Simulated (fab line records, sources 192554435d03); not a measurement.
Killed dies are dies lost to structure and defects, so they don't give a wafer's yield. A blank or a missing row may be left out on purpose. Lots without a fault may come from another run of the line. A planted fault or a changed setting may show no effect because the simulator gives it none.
A struck lot beside a sound one | flow n5_finfet | 43 steps out of a route of 1938
Sound: wafers L121.1, L121.3, L121.5. Struck: wafer L110.3. (L110.5 of the same lot was not struck and is left out.) The cause comes at the end.
At each step with rows: each side's tool, then ch and its chambers, then its first start. Under that, the readings that differ: sound wafers | struck wafers | difference of the means | sigmas: that difference in standard deviations of wafers without a fault.
alike: readings whose means differ by less than 2 such deviations, and words and numbers that are the same on both sides. not compared: withheld readings, readings that some wafer has no value for, bounds like >300 that may hide the same value, and numbers for which the record gives no deviation and whose values overlap.
The two part at a step that has a row with sigmas, a row that says differs or no value, or rows on one side only. Numbers that don't overlap but have no deviation are shown without sigmas and don't part them. A reading that every wafer of one side lacks parts them only if that side has two wafers or more.

first, 2 steps without rows for these wafers: N5_BEOL_M11_PEB_26 (peb time 60 s); N5_BEOL_M11_DEVELOP_27 (develop time 30 s).
N5_BEOL_M11_CD_MEAS_28: target cd 70 nm.
  sound on cd_sem-02 ch 0, day 16 01:55; struck on cd_sem-03 ch 0, day 13 15:53
  alike: cd_nm
N5_BEOL_M11_OVL_MEAS_29:
  sound on overlay-01 ch 0, day 16 01:57; struck on overlay-01 ch 0, day 13 15:55
  alike: V10_OVL
N5_BEOL_M11_INSPECT_30: inspects for defects (brightfield).
  sound on defect_inspect-01, day 16 01:59; struck on defect_inspect-02, day 13 15:56
  alike: raw_defect_count
then, 1 step without rows for these wafers: N5_BEOL_M11_DESCUM_33 (chemistry O2, time 7.9 s).
N5_BEOL_M11_ETCH_65: etches SiARC in CF4, target depth 39 nm, time 65 s.
  sound on rie_diel-05 ch 1,3, day 16 02:04; struck on rie_diel-06 ch 1, day 13 16:01
  alike: drypump_motor_current_A, etch_rf_on_time_s, oes_product_au, rf_vpp_V, showerhead_plenum_p_Torr, throttle_valve_pct
  not compared: rf_hours_counter_h
N5_BEOL_M11_ETCH_66: etches SOC in N2/H2, target depth 120 nm, overetch 24 nm, time 180 s.
  sound on rie_diel-05 ch 1,3, day 16 02:07; struck on rie_diel-06 ch 1, day 13 16:04
  alike: drypump_motor_current_A, oes_product_au, rf_vpp_V, showerhead_plenum_p_Torr, throttle_valve_pct
  not compared: rf_hours_counter_h
then, 3 steps without rows for these wafers: N5_BEOL_M11_STRIP_69 (strips in N2/H2); N5_BEOL_M11_VIA_ETCH_34 (etches SiCOH lowk in C4F6/O2, target depth 184.5 nm, time 69.2 s); N5_BEOL_M11_STRIP_73 (strips in C4F6/O2).
N5_BEOL_M11_STRIP_36: strips in N2/H2.
  sound on rie_diel-05 ch 1,3, day 16 02:17; struck on rie_diel-06 ch 1, day 13 16:14
  alike: drypump_motor_current_A, oes_product_au, rf_vpp_V, showerhead_plenum_p_Torr, throttle_valve_pct
  not compared: rf_hours_counter_h
N5_BEOL_M11_TRENCH_ETCH_37: etches SiCOH lowk in C4F6/O2, target depth 148.83 nm, time 48 s.
  sound on rie_diel-05 ch 1,3, day 16 02:20; struck on rie_diel-06 ch 1, day 13 16:17
  reading                                     | sound             | struck | difference | sigmas
  throttle_valve_pct (%)                      | 20.79 20.84 20.84 | 20.44  | -0.38      | -2
  model.BEOL_M11.feature_depth_nm (nm)        | 149.2 145.8 146.6 | 105.6  | -41.6      |
  model.etch.depth_nm (nm)                    | 149.3 145.7 146.6 | 105.7  | -41.5      |
  model.TiN_of_BEOL_M11_HM_DEP_02.thk_nm (nm) | 15.8 15.6 15.8    | 17     | +1         |
  alike: drypump_motor_current_A, oes_product_au, rf_vpp_V, showerhead_plenum_p_Torr
  not compared: rf_hours_counter_h
then, 2 steps without rows for these wafers: N5_BEOL_M11_ETCH_41 (etches SiCN in CH3F/O2, target depth 42.6 nm, time 86 s); N5_BEOL_M11_STRIP_77 (strips in N2/H2, time 10 s).
N5_BEOL_M11_OCD_MEAS_38:
  sound on ocd-01, day 16 02:31; struck on ocd-02, day 13 16:28
  reading              | sound             | struck | difference | sigmas
  trench_depth_nm (nm) | 149.4 145.8 146.2 | 105.2  | -41.9      | -15
then, 4 steps without rows for these wafers: N5_BEOL_M11_HM_STRIP_39 (strips TiN in peroxide tin strip, target depth 25 nm, time 158 s); N5_BEOL_M11_SRD_40 (time 30 s); N5_BEOL_M11_PRECLEAN_42 (cleans in residue remover, time 60 s); N5_BEOL_M11_SRD_43 (time 30 s).
N5_BEOL_M11_CD_MEAS_35: target cd 70 nm.
  sound on cd_sem-01, day 16 02:40; struck on cd_sem-01, day 13 16:37
  alike: cd_nm
then, 1 step without rows for these wafers: N5_BEOL_M11_CURE_72 (cures SiCOH lowk, time 120 s).
N5_BEOL_M11_DEGAS_44: time 60 s.
  sound on pvd_sputter-02, day 16 03:02; struck on pvd_sputter-02, day 13 17:08
  alike: heater_power_w
then, 4 steps without rows for these wafers: N5_BEOL_M11_PRE_CLEAN_45 (time 30 s); N5_BEOL_M11_ALD_74 (deposits TaN, target thk 2 nm, pulse time 2 s, purge time 3 s); N5_BEOL_M11_SURFACE_TREAT_76; N5_BEOL_M11_CVD_75 (deposits Co from CCTBA/H2, target thk 2 nm, time 138.9 s).
N5_BEOL_M11_SPUTTER_48: material Cu, target thk 12 nm, time 2 s.
  sound on pvd_sputter-03, day 16 03:50; struck on pvd_sputter-01, day 13 17:48
  alike: throttle_valve_pct
then, 2 steps without rows for these wafers: N5_BEOL_M11_ECD_50 (material Cu, target thk 318 nm); N5_BEOL_M11_ANNEAL_51 (time 90 s).
N5_BEOL_M11_CMP_52: polishes, stops on SiCOH lowk, t overpolish 7 s, target thk 140 nm.
  sound on cmp-03 ch 0,2,3, day 16 04:37; struck on cmp-02 ch 0, day 13 18:22
  reading                                 | sound             | struck | difference | sigmas
  model.Cu_of_BEOL_M11_ECD_50.thk_nm (nm) | 142.6 137.6 139.6 | 97.2   | -42.7      |
  alike: edge_zone_pressure_frac, motor_current_A
N5_BEOL_M11_THK_MEAS_53: measures by xrf.
  sound on film_metro-01, day 16 04:50; struck on film_metro-01, day 13 18:40
  reading      | sound       | struck | difference | sigmas
  M11_THK (nm) | 143 138 141 | 97     | -44        | -13
then, 2 steps without rows for these wafers: N5_BEOL_M11_PRE_CLEAN_55 (time 15 s); N5_BEOL_M11_DEP_56 (deposits SiCN from 3MS/NH3, target thk 30 nm, time 10.5 s).
N5_BEOL_M11_RS_MEAS_57: measures by four-point-probe.
  sound on film_metro-01, day 16 04:57; struck on film_metro-01, day 13 18:47
  reading         | sound             | struck | difference | sigmas
  M11_RS (ohm/sq) | 0.148 0.154 0.151 | 0.228  | +0.077     | +21
N5_BEOL_M11_INSPECT_58: inspects for defects (darkfield).
  sound on defect_inspect-02, day 16 04:59; struck on defect_inspect-02, day 13 18:49
  alike: raw_defect_count
then, 1 step without rows for these wafers: N5_BEOL_M12_ILD_DEP_00 (deposits SiOC from DEMS/O2, target thk 658.92 nm, time 130.7 s).
N5_BEOL_M12_THK_MEAS_01:
  sound on film_metro-02, day 16 05:09; struck on film_metro-02, day 13 18:59
  alike: M12_ILD_THK
then, 4 steps without rows for these wafers: N5_BEOL_M12_COAT_58 (time 60 s, resist thk 89 nm); N5_BEOL_M12_COAT_04 (resist thk 400 nm); N5_BEOL_M12_EBR_06; N5_BEOL_M12_SOFTBAKE_05 (time 60 s).
N5_BEOL_M15_RC_MEAS_101:
  sound on prober-02 ch 0, day 17 16:36; struck on prober-02 ch 0, day 14 23:29
  reading                    | sound          | struck | difference | sigmas
  SERP_M11 (ohm/um)          | 3.05 3.16 3.08 | 4.67   | +1.57      | +17
  SERP_M11_max_site (ohm/um) | 3.14 3.26 3.14 | 4.75   | +1.57      | +16
  alike: COMB_M10, COMB_M12, COMB_M12_max_site, COMB_M13, COMB_M14, COMB_M15, COMB_M5, COMB_M6, COMB_M7, COMB_M8, COMB_M9, COMB_M9_max_site, SERP_M10, SERP_M12, SERP_M13, SERP_M14, SERP_M14_max_site, SERP_M5, SERP_M6, SERP_M7, SERP_M7_max_site, SERP_M8, SERP_M9

WHERE THEY PART
First at N5_BEOL_M11_TRENCH_ETCH_37; last, within this record, at N5_BEOL_M15_RC_MEAS_101.

WHY: what the simulator had put in
Process parameter drift: rie_diel-06, from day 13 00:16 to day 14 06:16, at N5_BEOL_M11_TRENCH_ETCH_37. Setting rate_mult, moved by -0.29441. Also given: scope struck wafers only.
